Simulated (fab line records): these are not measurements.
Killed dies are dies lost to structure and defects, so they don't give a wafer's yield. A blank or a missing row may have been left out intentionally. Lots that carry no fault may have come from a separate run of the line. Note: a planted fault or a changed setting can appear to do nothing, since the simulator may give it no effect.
fab line records	flow n5_finfet
record: lots: 9	wafers: 27	last_day: 19
route steps=1938 shown BEOL_M5@1129 PASSIVATION@1936
lots untouched by any fault: they come from a run of this same line in which no faults occurred
start_h: start of the lot's first displayed wafer, in hours after the record's first day	wait_h: hours from the lot's prior step to this one	" the same as in the row above	L1.1+2: several wafers, shown together as one row	- no value present, or no start provided	* or withheld: withheld	< > ~ a bound
route shown NAME@n: names a module that has steps shown in the file, with the first one's number in the route	usual: mean/standard deviation of fault-free wafers	same: alike in all rows	chamber/n: place in a boat	sites: each site's reading	_std_site: the values' standard deviation	_edge_site: inner sites' mean taken away from outer sites' mean	radius_mm: for every site, how far away it sits from the centre of the wafer	mask NAME#n: copy n	behind: the tool/chamber that last shaped the wafer	hold: reason for holding the lot/hours on hold/outcome of the hold	device: whichever transistor did not switch (one of n, p or np)	end of line: the same wafers' tests at the end of the route	a step with no rows: only its recipe	killed: at the first sort, the dies lost to defects and structure; wafer yield is something else	map: the dies of a wafer, with x for killed, . for not killed, _ for no die there
set.NAME: the setting that was run; set.NAME@STEP: the one run at that earlier step	model.NAME: the simulator's own value behind a step, which no gauge read
route steps across a sampled set of lots; one table per step, one row per wafer
services: when a tool's chamber went out of use (start_h, in hours from the record's first day, below 0 if earlier), for how many hours, and the reason
== steps ==
step: N5_BEOL_M5_DESCUM_16
recipe: chemistry: O2	time_s: 7	source_power_w: 50	bias_power_w: 20	pressure_mtorr: 20	rf_frequency_hz: 2.712e+07	temp_c: 40	resist: CAR-EUV	o2_flow_sccm: 225
usual: drypump_motor_current_A: 5.6/0.34	oes_product_au: 0.77/0.076	rf_vpp_V: 243.5/1.5	showerhead_plenum_p_Torr: 2.11/0.075	throttle_valve_pct: 20.63/0.22
lot.wafer	tool	chamber	start_h	wait_h	drypump_motor_current_A	oes_product_au	rf_hours_counter_h	rf_vpp_V	showerhead_plenum_p_Torr	throttle_valve_pct
L274.1	rie_diel-03	1	202.76	0.0	5.9	0.94	7	244.1	2.22	20.48
L274.2	"	0	"	"	5.4	0.74	186	241.8	2.10	20.61
L274.3	"	2	"	"	5.3	0.75	153	243.7	2.09	20.78
L278.4	rie_diel-03	1	233.75	0.1	5.9	0.91	15	246.1	2.22	20.48
L278.5	"	3	"	"	5.5	0.73	-	243.5	2.09	20.96
L278.6	"	0	"	"	5.4	0.73	-	241.4	2.10	20.61
L276.1	rie_diel-01	0	246.78	1.7	5.8	0.71	204	243.3	2.09	20.82
L276.2	"	3	"	"	6.4	0.72	200	242.0	1.98	20.48
L276.6	"	1	"	"	6.0	0.73	-	243.6	2.07	20.70
L280.1	rie_diel-01	3	250.42	1.7	6.5	0.72	201	240.9	1.98	20.49
L280.4	"	0	"	"	5.8	0.71	206	243.5	2.09	20.82
L280.6	"	2	"	"	5.5	0.72	-	244.3	2.16	20.76
L285.2	rie_diel-02	1	294.81	0.1	5.6	0.71	214	244.9	2.16	20.76
L285.4	"	0	"	"	5.8	0.82	81	242.4	2.04	20.11
L285.5	"	1	"	"	5.6	0.71	-	244.4	2.16	20.76
L286.2	rie_diel-03	2	314.58	0.0	5.3	0.73	181	241.9	2.08	20.83
L286.3	"	3	"	"	5.5	0.71	233	243.3	2.08	21.00
L286.4	"	0	"	"	5.4	0.72	212	241.7	2.09	20.65
L289.1	rie_diel-02	1	320.82	0.0	5.6	0.71	223	245.3	2.16	20.77
L289.2	"	3	"	"	5.0	0.89	56	244.1	2.24	20.67
L289.4	"	0	"	"	5.8	0.83	89	242.2	2.04	20.14
L290.1	rie_diel-02	1	335.21	1.5	5.6	0.71	228	243.5	2.16	20.77
L290.2	"	0	"	"	5.8	0.82	94	243.4	2.04	20.11
L290.3	"	3	"	"	5.0	0.88	61	245.2	2.23	20.68
L292.3	rie_diel-02	2	344.91	2.0	5.7	0.67	243	241.9	2.04	20.68
L292.5	"	0	"	"	5.8	0.82	-	242.2	2.04	20.16
L292.6	"	3	"	"	5.0	0.87	-	244.8	2.23	20.69
step: N5_BEOL_M5_ETCH_62
recipe: chemistry: N2/H2	target: SOC	target_depth_a: 750	overetch_a: 150	mask_material: SiARC	temp_c: 40	time_s: 112.5	ion_energy_ev: 200	pressure_mtorr: 30	source_w: 840	bias_w: 150	n2_flow_sccm: 200	h2_flow_sccm: 200
usual: drypump_motor_current_A: 5.6/0.34	oes_product_au: 0.60/0.058	rf_vpp_V: 524.5/2.5	showerhead_plenum_p_Torr: 2.56/0.085	throttle_valve_pct: 18.03/0.22
lot.wafer	tool	chamber	start_h	wait_h	drypump_motor_current_A	oes_product_au	rf_hours_counter_h	rf_vpp_V	showerhead_plenum_p_Torr	throttle_valve_pct
L274.1	rie_diel-03	1	202.84	0.0	5.9	0.74	7	527.9	2.71	17.91
L274.2	"	0	"	"	5.4	0.58	186	523.6	2.54	18.10
L274.3	"	2	"	"	5.3	0.59	153	523.5	2.52	18.00
L278.4	rie_diel-03	1	233.82	0.0	5.9	0.72	15	529.4	2.71	17.92
L278.5	"	3	"	"	5.5	0.58	-	523.6	2.51	18.23
L278.6	"	0	"	"	5.4	0.58	-	522.9	2.54	18.10
L276.1	rie_diel-01	0	246.86	0.0	5.8	0.56	204	523.4	2.53	18.16
L276.2	"	3	"	"	6.4	0.57	200	521.0	2.43	18.05
L276.6	"	1	"	"	6.1	0.58	-	523.4	2.53	18.20
L280.1	rie_diel-01	3	250.50	0.0	6.5	0.56	201	520.5	2.42	18.05
L280.4	"	0	"	"	5.7	0.56	206	523.1	2.53	18.17
L280.6	"	2	"	"	5.5	0.57	-	525.7	2.64	18.21
L285.2	rie_diel-02	1	294.89	0.0	5.6	0.56	214	526.0	2.63	18.15
L285.4	"	0	"	"	5.8	0.65	81	521.3	2.48	17.54
L285.5	"	1	"	"	5.6	0.56	-	526.2	2.63	18.14
L286.2	rie_diel-03	2	314.66	0.0	5.3	0.58	181	522.4	2.51	18.05
L286.3	"	3	"	"	5.5	0.56	233	523.2	2.50	18.27
L286.4	"	0	"	"	5.4	0.57	212	523.6	2.53	18.14
L289.1	rie_diel-02	1	320.90	0.0	5.6	0.56	223	526.5	2.63	18.18
L289.2	"	3	"	"	5.0	0.70	56	527.6	2.69	17.85
L289.4	"	0	"	"	5.8	0.64	89	521.2	2.48	17.51
L290.1	rie_diel-02	1	335.29	0.0	5.6	0.55	228	524.9	2.62	18.17
L290.2	"	0	"	"	5.8	0.65	94	521.2	2.47	17.53
L290.3	"	3	"	"	5.0	0.68	61	527.6	2.68	17.87
L292.3	rie_diel-02	2	344.99	0.0	5.7	0.54	243	523.4	2.50	18.21
L292.5	"	0	"	"	5.8	0.63	-	521.1	2.47	17.56
L292.6	"	3	"	"	5.1	0.69	-	528.8	2.68	17.87
step: N5_BEOL_M5_STRIP_19
recipe: chemistry: O2	power_w: 400	temp_c: 40	pressure_mtorr: 30	rf_frequency_hz: 6e+07	bias_power_w: 0	overash_fraction: 0.2	o2_flow_sccm: 225
usual: drypump_motor_current_A: 5.7/0.34	oes_product_au: 0.75/0.069	rf_vpp_V: 3.6/0.47	showerhead_plenum_p_Torr: 2.11/0.068	throttle_valve_pct: 16.91/0.2
same: overash_fraction: 0.2
lot.wafer	tool	chamber	start_h	wait_h	drypump_motor_current_A	oes_product_au	rf_hours_counter_h	rf_vpp_V	showerhead_plenum_p_Torr	throttle_valve_pct
L274.1	rie_diel-01	1	203.22	0.2	6.0	0.74	188	3.7	2.08	16.94
L274.2	"	2	"	"	5.5	0.72	173	3.3	2.17	17.03
L274.3	"	0	"	"	5.8	0.72	193	2.5	2.10	17.01
L278.4	rie_diel-01	0	234.10	0.1	5.7	0.71	199	2.9	2.10	17.02
L278.5	"	3	"	"	6.5	0.72	-	3.7	1.98	16.74
L278.6	"	0	"	"	5.7	0.71	-	3.3	2.10	17.03
L276.1	rie_diel-01	1	247.78	0.7	6.1	0.73	200	3.6	2.08	16.97
L276.2	"	3	"	"	6.4	0.72	200	3.2	1.98	16.75
L276.6	"	1	"	"	6.0	0.72	-	4.1	2.08	16.97
L280.1	rie_diel-01	2	251.11	0.4	5.5	0.72	185	3.6	2.16	17.05
L280.4	"	3	"	"	6.5	0.72	202	4.0	1.98	16.77
L280.6	"	0	"	"	5.7	0.71	-	3.3	2.10	17.04
L285.2	rie_diel-01	1	295.17	0.1	6.0	0.71	217	3.5	2.07	16.99
L285.4	"	3	"	"	6.5	0.71	217	3.1	1.98	16.76
L285.5	"	3	"	"	6.5	0.71	-	3.8	1.98	16.79
L286.2	rie_diel-01	1	314.95	0.1	6.1	0.71	224	3.5	2.07	17.01
L286.3	"	0	"	"	5.7	0.69	230	3.7	2.09	17.08
L286.4	"	1	"	"	6.0	0.71	-	3.1	2.07	17.00
L289.1	rie_diel-01	2	321.17	0.1	5.5	0.71	211	3.3	2.15	17.10
L289.2	"	0	"	"	5.7	0.68	233	4.1	2.09	17.07
L289.4	"	0	"	"	5.8	0.68	-	4.2	2.09	17.08
L290.1	rie_diel-02	2	336.31	0.3	5.7	0.68	239	3.5	2.04	16.95
L290.2	"	0	"	"	5.8	0.81	94	4.1	2.04	16.42
L290.3	"	3	"	"	5.0	0.88	62	3.5	2.24	16.87
L292.3	rie_diel-01	1	345.40	0.2	6.0	0.70	-	4.3	2.07	17.04
L292.5	"	1	"	"	6.0	0.70	-	4.5	2.07	17.00
L292.6	"	2	"	"	5.5	0.69	-	4.0	2.15	17.11
step: N5_BEOL_M5_INSPECT_30
recipe: mode: adi	inspect_instrument: brightfield
usual: raw_defect_count: 388/90
lot.wafer	tool	chamber	start_h	wait_h	raw_defect_count
L274.1	defect_inspect-01	-	206.59	0.1	505
L274.2	"	-	"	"	441
L274.3	"	-	"	"	338
L278.4	defect_inspect-02	-	235.89	0.0	481
L278.5	"	-	"	"	451
L278.6	"	-	"	"	429
L276.1	defect_inspect-02	-	248.26	0.1	236
L276.2	"	-	"	"	297
L276.6	"	-	"	"	220
L280.1	defect_inspect-01	-	251.63	0.1	359
L280.4	"	-	"	"	445
L280.6	"	-	"	"	270
L285.2	defect_inspect-02	-	296.43	0.0	412
L285.4	"	-	"	"	228
L285.5	"	-	"	"	339
L286.2	defect_inspect-02	-	316.19	0.0	269
L286.3	"	-	"	"	663
L286.4	"	-	"	"	407
L289.1	defect_inspect-02	-	321.91	0.1	334
L289.2	"	-	"	"	406
L289.4	"	-	"	"	302
L290.1	defect_inspect-02	-	339.25	0.1	415
L290.2	"	-	"	"	357
L290.3	"	-	"	"	369
L292.3	defect_inspect-02	-	348.31	0.0	331
L292.5	"	-	"	"	306
L292.6	"	-	"	"	370
step: N5_BEOL_M5_ETCH_75
recipe: chemistry: N2/H2	target: underlayer	target_depth_a: 65	mask_material: CAR-EUV	time_s: 5.2	ion_energy_ev: 200	pressure_mtorr: 30	source_w: 840	bias_w: 150	n2_flow_sccm: 200	h2_flow_sccm: 200	ends: cleared
usual: drypump_motor_current_A: 5.7/0.35	etch_rf_on_time_s: 5.18/0.12	oes_product_au: 0.64/0.064	rf_vpp_V: 524.2/2.6	showerhead_plenum_p_Torr: 2.56/0.082	throttle_valve_pct: 18.09/0.22
lot.wafer	tool	chamber	start_h	wait_h	drypump_motor_current_A	etch_rf_on_time_s	oes_product_au	rf_hours_counter_h	rf_vpp_V	showerhead_plenum_p_Torr	throttle_valve_pct
L274.1	rie_diel-01	2	207.02	0.0	5.5	5.16	0.63	174	526.7	2.64	18.23
L274.2	"	1	"	"	6.1	5.26	0.63	189	524.8	2.53	18.21
L274.3	"	0	"	"	5.7	5.20	0.62	194	521.7	2.54	18.17
L278.4	rie_diel-01	2	236.24	0.0	5.5	5.16	0.62	179	525.8	2.64	18.20
L278.5	"	3	"	"	6.4	5.13	0.62	-	522.2	2.43	18.09
L278.6	"	2	"	"	5.5	5.17	0.62	-	525.4	2.64	18.25
L276.1	rie_diel-02	0	249.89	0.0	5.8	5.27	0.71	70	523.8	2.48	17.55
L276.2	"	3	"	"	5.0	5.11	0.77	35	528.9	2.70	17.86
L276.6	"	0	"	"	5.8	5.24	0.71	-	522.0	2.48	17.52
L280.1	rie_diel-02	3	253.64	0.0	5.0	5.11	0.77	37	528.8	2.69	17.85
L280.4	"	0	"	"	5.8	5.26	0.71	72	522.1	2.48	17.54
L280.6	"	3	"	"	5.0	5.11	0.78	-	530.0	2.70	17.86
L285.2	rie_diel-03	0	296.50	0.0	5.4	5.21	0.61	207	522.1	2.53	18.20
L285.4	"	3	"	"	5.5	5.28	0.60	227	521.8	2.50	18.27
L285.5	"	2	"	"	5.3	5.19	0.62	-	523.0	2.52	18.10
L286.2	rie_diel-01	1	316.61	0.0	6.0	5.23	0.60	224	524.0	2.52	18.31
L286.3	"	0	"	"	5.7	5.25	0.60	230	520.0	2.52	18.25
L286.4	"	0	"	"	5.7	5.17	0.58	-	521.6	2.52	18.27
L289.1	rie_diel-02	3	321.98	0.0	5.1	5.02	0.75	57	527.7	2.69	17.91
L289.2	"	0	"	"	5.8	5.12	0.69	89	524.3	2.48	17.60
L289.4	"	1	"	"	5.6	5.39	0.58	223	524.7	2.63	18.18
L290.1	rie_diel-02	2	342.74	0.0	5.7	5.01	0.60	242	520.5	2.50	18.26
L290.2	"	0	"	"	5.7	5.14	0.69	98	523.5	2.47	17.58
L290.3	"	1	"	"	5.6	5.40	0.58	232	524.7	2.62	18.20
L292.3	rie_diel-03	3	348.79	0.0	5.5	5.28	0.60	239	521.2	2.50	18.34
L292.5	"	3	"	"	5.5	5.28	0.60	-	525.3	2.50	18.32
L292.6	"	0	"	"	5.4	5.16	0.61	-	523.1	2.53	18.21
step: N5_PASSIVATION_PROBE_49
usual: defect_limited_yield: 91.1/1.4	killed_at_M0_to_M3: 36/11	killed_at_M4_up: 14/5.2	killed_at_contacts: 12/6.1	killed_at_front_end: 40/12	killed_at_other: 3.2/2.5	killed_dies: 105/16	killed_open: 68/12	killed_short: 35/8.7	sort_bin_5_function: 5.2/0.89	sort_bin_6_memory: 3.3/0.66	sort_n_pass: 1074/16	sort_yield_pct: 91.1/1.4
same: gross_dies: 1180	killed_at_back_side: 0	sort_bin_4_leakage[%]: 0	sort_bin_8_speed[%]: 0
lot.wafer	tool	chamber	start_h	wait_h	defect_limited_yield[%]	killed_at_M0_to_M3	killed_at_M4_up	killed_at_contacts	killed_at_front_end	killed_at_other	killed_dies	killed_open	killed_short	sort_bin_5_function[%]	sort_bin_6_memory[%]	sort_n_pass	sort_yield_pct[%]
L286.2	prober-01	-	412.03	0.1	93.8	22	10	6	35	0	73	49	24	3.0	3.0	1107	93.8
L286.3	prober-01	-	412.08	0.1	86.4	18	104	4	30	4	160	48	18	8.6	3.6	1020	86.4
L286.4	prober-01	-	412.13	0.2	92.0	36	13	10	32	3	94	60	34	5.3	2.6	1086	92.0
killed by level:class
L286.2 FIN_SAQP:geometric_particle:short=13 FIN_SAQP:geometric_particle:open=7 BEOL_M0_SAQP:geometric_particle:open=7 STI_FIN_REVEAL:geometric_particle:open=6 MOL_CONTACT_COAG:geometric_particle:open=6 BEOL_M3:geometric_particle:open=6 STARTING-WAFER:geometric_particle:short=4 BEOL_M2:geometric_particle:open=3
L286.3 BEOL_M5:unspecified=94 STI_FIN_REVEAL:geometric_particle:open=7 FIN_SAQP:geometric_particle:open=6 BEOL_M7:geometric_particle:open=5 DUMMY_GATE:geometric_particle:open=4 BEOL_M2:geometric_particle:open=4 BEOL_M3:geometric_particle:open=4 FIN_SAQP:geometric_particle:short=3
L286.4 FIN_SAQP:geometric_particle:open=12 BEOL_M1:geometric_particle:open=8 MOL_CONTACT_COAG:geometric_particle:open=7 FIN_SAQP:geometric_particle:short=6 BEOL_M2:geometric_particle:open=6 BEOL_M3:geometric_particle:open=6 BEOL_M0_SAQP:geometric_particle:open=5 BEOL_M0_SAQP:geometric_particle:short=5
== services ==
tool	chamber	start_h	hours	kind
rie_diel-03	-	238.74	15.6	pm
rie_diel-02	-	241.28	5.4	repair
rie_diel-03	0	260.05	1.3	repair
rie_diel-03	-	329.81	14.6	pm
rie_diel-01	-	333.19	2.8	pm
== key ==
first_sign: step: N5_BEOL_M5_INSPECT_30	reading: raw_defect_count	direction: up	sigmas: 3	usual: 388	struck: 663
effect: step: N5_PASSIVATION_PROBE_49	reading: killed_at_M4_up	direction: up	sigmas: 17	usual: 14	struck: 104
more_kills_born_at: N5_BEOL_M5_ETCH_62@rie_diel-03: 94
met_at N5_BEOL_M5_ETCH_62
struck_lots L286
struck_wafers L286.3
not_acting_at N5_BEOL_M5_DESCUM_16,N5_BEOL_M5_STRIP_19,N5_BEOL_M5_ETCH_75
onset_between 233.82 314.66
fault: kind: chamber_particle_source	tool: rie_diel-03	chamber: 3	onset_h: 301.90	steps: N5_BEOL_M5_ETCH_62	rate_per_visit_cm2: 0.4977	end_h: 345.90
